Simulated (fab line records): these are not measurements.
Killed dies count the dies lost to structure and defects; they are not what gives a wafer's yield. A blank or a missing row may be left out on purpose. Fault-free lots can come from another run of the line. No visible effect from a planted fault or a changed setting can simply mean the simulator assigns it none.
The tool behind it: which one? -- flow nandHarc -- 12 lots, 36 wafers sampled, at 5 steps of a route of 1302

WHAT EACH GAUGE READ, for each wafer
NHARC_END_SORT_01.
lot,measured,on,killedAtArray,killedAtOther,killedAtPeriphery,killedDies,killedOpen,killedShort
L528,day 27 12:36,prober-01,677 674 676,0 0 1,0 3 0,677 677 677,6 3 5,2 1 5
L527,day 27 03:20,prober-02,671 674 677,1 1 0,5 2 0,677 677 677,4 1 2,1 3 1
L529,day 27 19:12,prober-02,676 676 675,0 0 0,1 1 2,677 677 677,1 5 1,2 4 3

TOOL THAT RAN EACH LOT (tool first, then ch and the chambers of the sampled wafers, then the start)
lot,NHARC_A_CHANNEL_FILL_D1_ETCHBACK_20,NHARC_A_CHANNEL_FILL_D1_ALD_25,NHARC_A_CHANNEL_FILL_D1_ETCHBACK_08,NHARC_A_DECK1_JOINT_ETCHBACK_07
L522,"rieDiel-01 ch 0,2,3, day 10 01:04","aldHk-03 ch 0,3, day 10 14:48","rieDiel-04 ch 0,3, day 11 02:17 or earlier","rieSi-05 ch 1,2, day 11 02:17"
L528,"rieDiel-05 ch 0,1,2, day 12 11:37","aldHk-02 ch 1,2,3, day 13 01:50","rieDiel-04 ch 0,1,2, day 13 13:50 or earlier","rieSi-04 ch 0,1,2, day 13 13:50"
L527,"rieDiel-04 ch 0,1, day 12 11:37","aldHk-01 ch 0,1,3, day 13 02:28","rieDiel-01 ch 1,3, day 13 13:52 or earlier","rieSi-05 ch 0,1,3, day 13 13:52"
L529,"rieDiel-01 ch 1,3, day 12 18:07","aldHk-03 ch 0,1,2, day 13 08:30","rieDiel-04 ch 0,1,3, day 13 22:39","rieSi-04 ch 1,2,3, day 14 05:02"
L536,"rieDiel-04 ch 0,1,3, day 16 05:32","aldHk-02 ch 0,1,3, day 16 18:27","rieDiel-05 ch 0,1, day 17 05:34 or earlier","rieSi-06 ch 0,1, day 17 05:34"
L537,"rieDiel-05 ch 0,3, day 16 08:49","aldHk-01 ch 0,3, day 16 18:28","rieDiel-04 ch 0,3, day 17 05:34 or earlier","rieSi-04 ch 1,2, day 17 05:34"
L538,"rieDiel-05 ch 0,3, day 16 18:40","aldHk-01 ch 0,1, day 17 06:40","rieDiel-05 ch 1,2,3, day 17 19:19 or earlier","rieSi-06 ch 0,1,3, day 17 19:19"
L541,"rieDiel-04 ch 0,1,2, day 17 19:52","aldHk-03 ch 0,1,2, day 18 09:39","rieDiel-04 ch 0,3, day 18 21:23 or earlier","rieSi-05 ch 0,1, day 18 21:23"
L542,"rieDiel-01 ch 1,2,3, day 18 11:19","aldHk-01 ch 1,2,3, day 19 04:22","rieDiel-04 ch 0,1, day 19 15:35 or earlier","rieSi-04 ch 1,3, day 19 15:35"
L543,"rieDiel-04 ch 0,1,3, day 18 20:47","aldHk-03 ch 1,2,3, day 19 11:43","rieDiel-05 ch 0,1,3, day 19 22:59 or earlier","rieSi-05 ch 0,2,3, day 19 22:59"
L544,"rieDiel-01 ch 0,1,2, day 19 00:37","aldHk-01 ch 1,3, day 19 11:30","rieDiel-01 ch 0,2,3, day 19 22:59 or earlier","rieSi-06 ch 0,1,2, day 19 22:59"
L545,"rieDiel-01 ch 0,1,3, day 19 09:14","aldHk-03 ch 1,2,3, day 19 21:10","rieDiel-04 ch 0,2, day 20 08:51 or earlier","rieSi-06 ch 0,1, day 20 08:51"
- NHARC_A_CHANNEL_FILL_D1_ETCHBACK_20: etches the open film in C4F8/O2/Ar, target depth 27 nm, time 13.5 s.
- NHARC_A_CHANNEL_FILL_D1_ALD_25: deposits SiOx, target thk 60 nm, pulse time 10 s, ald cycles 600.
- NHARC_A_CHANNEL_FILL_D1_ETCHBACK_08: etches the open film in C4F8, target depth 220 nm, time 110 s.
- NHARC_A_DECK1_JOINT_ETCHBACK_07: etches the open film in HBr, target depth 105 nm, time 26.9 s.

AS READ BY THE TOOLS THEMSELVES (means over the sampled wafers that have a number; for cases with no such wafer, the mark the record gives instead)
NHARC_A_CHANNEL_FILL_D1_ETCHBACK_20.
lot,tool,biasW (W),chamberPressureMTorr (mTorr),oesProductAu (a.u.),rfVppV (V)
L522,rieDiel-01,1499,24.993,1.00,979
L528,rieDiel-05,1502,24.989,1.01,974
L527,rieDiel-04,1504,24.989,0.99,974
L529,rieDiel-01,1505,24.999,1.00,975
L536,rieDiel-04,1501,25.025,1.00,980
L537,rieDiel-05,1496,25.010,0.99,983
L538,rieDiel-05,1499,25.006,0.92,981
L541,rieDiel-04,1503,25.013,0.96,973
L542,rieDiel-01,1500,25.000,0.98,977
L543,rieDiel-04,1500,24.999,0.99,980
L544,rieDiel-01,1506,25.022,0.98,981
L545,rieDiel-01,1496,24.996,0.92,977

NHARC_A_CHANNEL_FILL_D1_ALD_25.
lot,tool,heaterPowerW (W),precursorPulseHeightRel
L522,aldHk-03,469,1.004
L528,aldHk-02,463,0.995
L527,aldHk-01,437,0.993
L529,aldHk-03,489,1.006
L536,aldHk-02,464,0.980
L537,aldHk-01,411,1.022
L538,aldHk-01,412,1.003
L541,aldHk-03,489,1.001
L542,aldHk-01,443,1.007
L543,aldHk-03,479,1.017
L544,aldHk-01,439,1.017
L545,aldHk-03,467,0.995

NHARC_A_CHANNEL_FILL_D1_ETCHBACK_08.
lot,tool,chamberPressureMTorr (mTorr),oesProductAu (a.u.),rfVppV (V)
L522,rieDiel-04,25.003,0.94,444
L528,rieDiel-04,25.006,1.00,440
L527,rieDiel-01,25.001,1.00,440
L529,rieDiel-04,25.003,0.92,442
L536,rieDiel-05,25.018,0.92,438
L537,rieDiel-04,24.994,0.99,443
L538,rieDiel-05,25.013,0.91,439
L541,rieDiel-04,25.002,0.92,443
L542,rieDiel-04,25.012,0.99,439
L543,rieDiel-05,25.003,0.99,440
L544,rieDiel-01,24.990,0.92,441
L545,rieDiel-04,25.006,0.99,438

NHARC_A_DECK1_JOINT_ETCHBACK_07.
lot,tool,biasW (W),chamberPressureMTorr (mTorr),drypumpMotorCurrentA (A),heBacksideLeakSccm (sccm),oesProductAu (a.u.),throttleValvePct (%)
L522,rieSi-05,60.00,14.998,6.1,2.89,1.004,23.261
L528,rieSi-04,-,-,-,-,-,-
L527,rieSi-05,-,-,-,-,-,-
L529,rieSi-04,-,-,-,-,-,-
L536,rieSi-06,59.93,14.997,5.5,2.62,0.992,23.267
L537,rieSi-04,60.06,15.003,5.3,2.59,1.001,23.269
L538,rieSi-06,60.14,14.994,5.6,2.86,1.002,23.257
L541,rieSi-05,60.12,15.001,6.3,2.74,0.999,23.269
L542,rieSi-04,60.07,14.993,5.2,2.43,1.003,23.268
L543,rieSi-05,59.98,15.008,6.4,2.78,0.986,23.262
L544,rieSi-06,60.12,14.992,5.6,2.54,0.993,23.265
L545,rieSi-06,60.14,15.019,5.4,2.77,0.998,23.267

THE ANSWER, worked out from the rows above alone
Rule: the usual values come from the lots themselves. Put in order of their means at a reading, lots are off if they are a third of the lots or fewer, leave a main group of 4 or more, and stand apart from it by a gap of 3 or more times the standard deviation of the main group's means; of several such gaps the widest counts. If all means in a main group match to the digits the tables above print for the reading, that group is not used. Also off: a lot with no number at a reading for which 4 or more lots have one. The other lots that the step has rows for count as sound. The gauges are gone through in route order, then the tools' own readings, and for those a lot's mean is taken as printed above. The first step at which some lot is off is used, and at that step the reading that is off furthest; a lot without a number counts as furthest.
Off: L528, L527, L529, at NHARC_A_DECK1_JOINT_ETCHBACK_07 (biasW). Without a number there: L528, L527, L529. Main group: mean 60.06 W, sd 0.072.
If a tool, at that step or one of the process steps before it, ran each lot that is off and ran no sound lot following the first of them, it fits. NHARC_A_CHANNEL_FILL_D1_ETCHBACK_08: start missing for some lots; hours and lot order therefore follow NHARC_A_DECK1_JOINT_ETCHBACK_07. Not one of the candidates tried fits.

WHAT HAD BEEN PUT IN BY THE SIMULATOR
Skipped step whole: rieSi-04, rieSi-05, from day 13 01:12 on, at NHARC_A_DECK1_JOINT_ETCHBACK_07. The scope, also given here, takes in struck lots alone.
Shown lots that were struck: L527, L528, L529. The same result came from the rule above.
